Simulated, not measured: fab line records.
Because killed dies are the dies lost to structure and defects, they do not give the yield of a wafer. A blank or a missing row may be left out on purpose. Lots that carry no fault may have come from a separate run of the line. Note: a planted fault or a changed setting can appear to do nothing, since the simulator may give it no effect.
Matching of chambers ; flow n5_finfet ; uv_cure-03 running N5_BEOL_M9_CURE_72: 3 sister chambers
The step cures SiCOH lowk, time 120 s. 6 wafers are shown with their chamber, then 10 later ones without.

== WAFERS PAIRED WITH THEIR CHAMBERS ==
wafer;chamber;wafer_temp_C_max;lamp_power_pct (%)
L076.2;0;371.1;52.35
L076.5;0;371.3;52.35
L078.5;1;370.6;52.36
L078.6;1;370.9;52.18
L082.3;2;371.2;52.33
L082.5;2;371.2;52.31

== WAFERS WITH NO CHAMBER GIVEN ==
wafer;wafer_temp_C_max;lamp_power_pct (%)
L082.6;371.2;52.37
L086.1;371.0;52.25
L086.4;371.0;52.35
L086.5;370.8;52.29
L089.2;370.7;52.40
L089.4;371.0;52.32
L089.5;371.4;52.28
L090.1;371.0;52.33
L090.4;370.7;52.34
L090.6;371.0;52.33

== WHICH CHAMBER EACH ONE RAN IN ==
wafer;from the rows above;in truth
L082.6;can't be placed: 0 or 2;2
L086.1;can't be placed: 2 or 1 or 0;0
L086.4;can't be placed: 0 or 2 or 1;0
L086.5;1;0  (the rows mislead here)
L089.2;can't be placed: 1 or 0 or 2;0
L089.4;can't be placed: 2 or 0 or 1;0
L089.5;can't be placed: 2 or 0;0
L090.1;can't be placed: 2 or 0 or 1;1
L090.4;1;1
L090.6;can't be placed: 2 or 0 or 1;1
Correct placement for 1 of the 10. From these rows, 8 cannot be placed; in 8 the true chamber is one of the candidates. 1 placed wrongly.
How it was worked out, from the rows above alone: a wafer's distance from a chamber is the root of the sum, over the readings, of the square of ((its reading less the chamber's mean) divided by the reading's scatter). The wafer belongs to the nearest chamber; if the next one is less than 2 further off, it can't be placed. The mean given for a chamber averages the wafers shown for that chamber. The scatter is the square root of a quotient: the sum, over the shown wafers, of each reading's squared deviation from its chamber's mean, divided by wafers minus chambers.
